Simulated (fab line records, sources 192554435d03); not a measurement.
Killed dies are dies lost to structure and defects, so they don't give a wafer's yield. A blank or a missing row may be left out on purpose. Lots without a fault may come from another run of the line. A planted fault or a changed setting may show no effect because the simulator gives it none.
Which tool did it? | flow n5_finfet | 9 lots, 27 wafers sampled, at 5 steps of a route of 1938

WHAT THE GAUGES READ, wafer by wafer
N5_FIN_SAQP_INSPECT_40: inspects for defects (brightfield). Usual: raw_defect_count 204, standard deviation 51.
lot  | measured    | on                | raw_defect_count | flag
L594 | day 2 19:50 | defect_inspect-01 | 209 145 235      |
L596 | day 3 08:29 | defect_inspect-01 | 180 150 176      |
L607 | day 6 02:46 | defect_inspect-01 | 257 338 275      |
L608 | day 6 08:31 | defect_inspect-02 | 190 244 202      |
L609 | day 6 15:50 | defect_inspect-01 | 210 204 193      |
L611 | day 7 02:43 | defect_inspect-02 | 155 322 226      |
L612 | day 7 08:33 | defect_inspect-01 | 254 176 291      |
L613 | day 7 14:40 | defect_inspect-02 | 205 236 198      |
L614 | day 7 19:37 | defect_inspect-02 | 196 164 277      |

N5_BEOL_M4_RC_MEAS_101. Usual: DIBL_N 36.8 mV/V, standard deviation 1.5; DIBL_P 37.1 mV/V, standard deviation 2.1; IOFF_N 0.168 nA/um, standard deviation 0.03; IOFF_P 0.22 nA/um, standard deviation 0.034; ION_N 679 uA/um, standard deviation 12; ION_P 466 uA/um, standard deviation 8; SS_N 71.7 mV/dec, standard deviation 0.58; SS_P 73.5 mV/dec, standard deviation 0.67; VT_N 248.8 mV, standard deviation 2.7; VT_P -250 mV, standard deviation 3.3.
lot  | measured     | on        | DIBL_N (mV/V)  | DIBL_P (mV/V)  | IOFF_N (nA/um)    | IOFF_P (nA/um) | ION_N (uA/um) | ION_P (uA/um) | SS_N (mV/dec)  | SS_P (mV/dec)  | VT_N (mV)         | VT_P (mV)      | flag
L594 | day 8 13:56  | prober-02 | 36.8 37.9 37.9 | 36.8 38.8 37.6 | 0.162 0.184 0.190 | 0.26 0.29 0.26 | 690 689 704   | 482 479 486   | 71.3 71.8 71.9 | 73.5 74.2 73.5 | 248.8 249.6 246.3 | -246 -242 -246 |
L596 | day 8 17:46  | prober-01 | 37.7 39.2 34.7 | 38.3 37.7 33.1 | 0.187 0.213 0.126 | 0.26 0.24 0.17 | 678 680 667   | 467 460 458   | 72.6 72.9 71.5 | 74.2 73.9 73.1 | 247.7 248.0 252.7 | -246 -247 -252 |
L611 | day 13 06:37 | prober-02 | 38.9 36.8 38.6 | 37.8 35.5 36.7 | 0.177 0.135 0.174 | 0.19 0.17 0.18 | 678 675 683   | 460 459 462   | 72.3 70.8 72.4 | 73.9 73.3 73.7 | 247.2 254.0 249.3 | -256 -256 -257 |
L612 | day 13 00:08 | prober-02 | 39.5 36.3 37.7 | 39.8 36.0 37.7 | 0.233 0.149 0.182 | 0.28 0.21 0.23 | 712 687 695   | 478 472 476   | 71.8 71.4 72.2 | 74.5 73.2 73.2 | 244.4 250.9 248.9 | -247 -249 -250 |
L613 | day 13 08:35 | prober-02 | 33.4 34.7 36.5 | 33.0 34.8 36.2 | 0.126 0.147 0.164 | 0.19 0.22 0.26 | 679 681 678   | 469 472 474   | 71.3 71.5 72.4 | 72.9 73.4 73.0 | 252.8 252.4 248.7 | -251 -247 -246 |
L614 | day 14 02:40 | prober-01 | 37.7 38.0 35.4 | 38.6 37.2 34.7 | 0.167 0.171 0.135 | 0.25 0.22 0.18 | 676 680 667   | 467 469 455   | 71.3 71.0 71.3 | 73.1 72.6 72.9 | 249.5 249.2 252.4 | -246 -248 -251 |

WHICH TOOL RAN EACH LOT (tool, then ch and the chambers of the sampled wafers, then the start)
lot  | N5_FIN_CUT_ETCH_30                | N5_FIN_CUT_STRIP_24               | N5_FIN_CUT_CUT_ETCH_26
L594 | rie_diel-05 ch 0,2,3, day 2 20:17 | rie_diel-05 ch 0,2,3, day 2 20:40 | rie_diel-05 ch 0,2,3, day 2 20:41
L596 | rie_diel-03 ch 0,1,2, day 3 08:56 | rie_diel-03 ch 0,1,2, day 3 09:19 | rie_diel-03 ch 0,1,2, day 3 09:20
L607 | rie_diel-03 ch 0,2,3, day 6 03:14 | rie_diel-03 ch 0,2,3, day 6 03:37 | rie_diel-03 ch 0,2,3, day 6 03:38
L608 | rie_diel-05 ch 1,3, day 6 09:06   | rie_diel-05 ch 1,3, day 6 09:29   | rie_diel-05 ch 1,3, day 6 09:30
L609 | rie_diel-04 ch 2,3, day 6 16:26   | rie_diel-04 ch 2,3, day 6 16:49   | rie_diel-04 ch 2,3, day 6 16:50
L611 | rie_diel-04 ch 1,2, day 7 08:54   | rie_diel-04 ch 1,2, day 7 09:17   | rie_diel-04 ch 1,2, day 7 09:18
L612 | rie_diel-03 ch 0,2,3, day 7 09:14 | rie_diel-03 ch 0,2,3, day 7 09:37 | rie_diel-03 ch 0,2,3, day 7 09:38
L613 | rie_diel-03 ch 1,3, day 7 15:16   | rie_diel-03 ch 1,3, day 7 15:39   | rie_diel-03 ch 1,3, day 7 15:40
L614 | rie_diel-04 ch 0,1,2, day 7 20:14 | rie_diel-04 ch 0,1,2, day 7 20:37 | rie_diel-04 ch 0,1,2, day 7 20:38
- N5_FIN_CUT_ETCH_30: etches underlayer in N2/H2, target depth 13 nm, time 10.4 s.
- N5_FIN_CUT_STRIP_24: strips in CF4.
- N5_FIN_CUT_CUT_ETCH_26: etches SiNx in CH3F/O2, target depth 39 nm, time 55.7 s.

WHAT THE TOOLS THEMSELVES READ (means of the sampled wafers that have a number; where no wafer has one, the mark that the record gives instead)
N5_FIN_CUT_ETCH_30. Usual: bias_w 150.0 W, standard deviation 0.44; chamber_pressure_mTorr 30.00 mTorr, standard deviation 0.031; drypump_motor_current_A 5.84 A, standard deviation 0.22; etch_rf_on_time_s 10.37 s, standard deviation 0.14; oes_product_au 0.66 a.u., standard deviation 0.061; rf_vpp_V 522.9 V, standard deviation 2.7; showerhead_plenum_p_Torr 2.51 Torr, standard deviation 0.094; throttle_valve_pct 17.95 %, standard deviation 0.16.
lot  | tool        | bias_w (W) | chamber_pressure_mTorr (mTorr) | drypump_motor_current_A (A) | etch_rf_on_time_s (s) | oes_product_au (a.u.) | rf_vpp_V (V) | showerhead_plenum_p_Torr (Torr) | throttle_valve_pct (%) | flag
L594 | rie_diel-05 | 150.4      | 29.95                          | 5.88                        | 10.38                 | 0.70                  | 524.8        | 2.57                            | 18.00                  |
L596 | rie_diel-03 | 149.8      | 29.99                          | 5.85                        | 10.25                 | 0.67                  | 524.8        | 2.55                            | 18.01                  |
L607 | rie_diel-03 | 150.0      | 29.99                          | 5.92                        | 10.44                 | 0.63                  | 523.5        | 2.53                            | 17.97                  |
L608 | rie_diel-05 | 150.0      | 30.02                          | 5.78                        | 10.49                 | 0.61                  | 523.3        | 2.49                            | 17.95                  |
L609 | rie_diel-04 | 150.1      | 30.03                          | 5.81                        | 10.29                 | 0.62                  | 520.6        | 2.45                            | 17.95                  |
L611 | rie_diel-04 | 150.2      | 30.00                          | 5.88                        | 10.43                 | 0.68                  | 521.1        | 2.46                            | 17.72                  |
L612 | rie_diel-03 | 150.0      | 29.99                          | 5.93                        | 10.35                 | 0.62                  | 523.2        | 2.52                            | 17.99                  |
L613 | rie_diel-03 | 149.8      | 30.00                          | 5.74                        | 10.20                 | 0.61                  | 521.1        | 2.41                            | 18.02                  |
L614 | rie_diel-04 | 149.9      | 29.96                          | 5.73                        | 10.43                 | 0.64                  | 520.8        | 2.43                            | 17.82                  |

N5_FIN_CUT_STRIP_24. Usual: drypump_motor_current_A 5.83 A, standard deviation 0.22; oes_product_au 0.76 a.u., standard deviation 0.069; rf_vpp_V 270.7 V, standard deviation 1.5; showerhead_plenum_p_Torr 1.77 Torr, standard deviation 0.061; throttle_valve_pct 13.67 %, standard deviation 0.18.
lot  | tool        | drypump_motor_current_A (A) | oes_product_au (a.u.) | rf_vpp_V (V) | showerhead_plenum_p_Torr (Torr) | throttle_valve_pct (%) | flag
L594 | rie_diel-05 | 5.88                        | 0.80                  | 270.7        | 1.80                            | 13.69                  |
L596 | rie_diel-03 | 5.84                        | 0.77                  | 271.4        | 1.80                            | 13.69                  |
L607 | rie_diel-03 | 5.93                        | 0.73                  | 270.5        | 1.78                            | 13.72                  |
L608 | rie_diel-05 | 5.78                        | 0.71                  | 269.8        | 1.76                            | 13.70                  |
L609 | rie_diel-04 | 5.79                        | 0.70                  | 269.9        | 1.73                            | 13.77                  |
L611 | rie_diel-04 | 5.86                        | 0.79                  | 269.7        | 1.73                            | 13.42                  |
L612 | rie_diel-03 | 5.91                        | 0.72                  | 271.8        | 1.78                            | 13.74                  |
L613 | rie_diel-03 | 5.73                        | 0.70                  | 269.0        | 1.71                            | 13.72                  |
L614 | rie_diel-04 | 5.70                        | 0.75                  | 270.3        | 1.72                            | 13.56                  |

N5_FIN_CUT_CUT_ETCH_26. Usual: CH3F_flow_sccm 30.01 sccm, standard deviation 0.098; O2_flow_sccm 20.00 sccm, standard deviation 0.055; drypump_motor_current_A 5.83 A, standard deviation 0.22; oes_product_au 0.77 a.u., standard deviation 0.073; rf_vpp_V 295 V, standard deviation 5; showerhead_plenum_p_Torr 1.98 Torr, standard deviation 0.072; throttle_valve_pct 16.48 %, standard deviation 0.17.
lot  | tool        | CH3F_flow_sccm (sccm) | O2_flow_sccm (sccm) | drypump_motor_current_A (A) | oes_product_au (a.u.) | rf_vpp_V (V) | showerhead_plenum_p_Torr (Torr) | throttle_valve_pct (%) | flag
L594 | rie_diel-05 | 30.12                 | 20.01               | 5.87                        | 0.82                  | 293          | 2.03                            | 16.55                  |
L596 | rie_diel-03 | 30.02                 | 20.01               | 5.84                        | 0.78                  | 301          | 2.01                            | 16.44                  |
L607 | rie_diel-03 | -                     | -                   | -                           | -                     | -            | -                               | -                      | OFF
L608 | rie_diel-05 | -                     | -                   | -                           | -                     | -            | -                               | -                      | OFF
L609 | rie_diel-04 | -                     | -                   | -                           | -                     | -            | -                               | -                      | OFF
L611 | rie_diel-04 | 30.02                 | 19.93               | 5.86                        | 0.80                  | 294          | 1.93                            | 16.23                  |
L612 | rie_diel-03 | 30.06                 | 19.99               | 5.93                        | 0.73                  | 303          | 1.99                            | 16.53                  |
L613 | rie_diel-03 | 29.91                 | 20.04               | 5.72                        | 0.71                  | 298          | 1.91                            | 16.53                  |
L614 | rie_diel-04 | 30.05                 | 20.01               | 5.71                        | 0.75                  | 294          | 1.92                            | 16.36                  |

THE ANSWER, worked out from the rows above alone
Rule: a lot is off if the mean of its wafers that have a number lies more than 3 standard deviations from the usual mean. A lot without any number at a reading at which 4 lots or more have one is off too. The other lots that the step has rows for count as sound. The gauges are gone through in route order, then the tools' own readings, and for those a lot's mean is taken as printed above. The first step at which some lot is off is used, and at that step the reading that is off furthest; a lot without a number counts as furthest.
Off: L607, L608, L609, at N5_FIN_CUT_CUT_ETCH_26 (CH3F_flow_sccm). Without a number there: L607, L608, L609.
A tool fits if, at that step or a process step before it, it ran every lot that is off, and no sound lot after the first of them. None of those tried fits.

WHAT THE SIMULATOR HAD PUT IN
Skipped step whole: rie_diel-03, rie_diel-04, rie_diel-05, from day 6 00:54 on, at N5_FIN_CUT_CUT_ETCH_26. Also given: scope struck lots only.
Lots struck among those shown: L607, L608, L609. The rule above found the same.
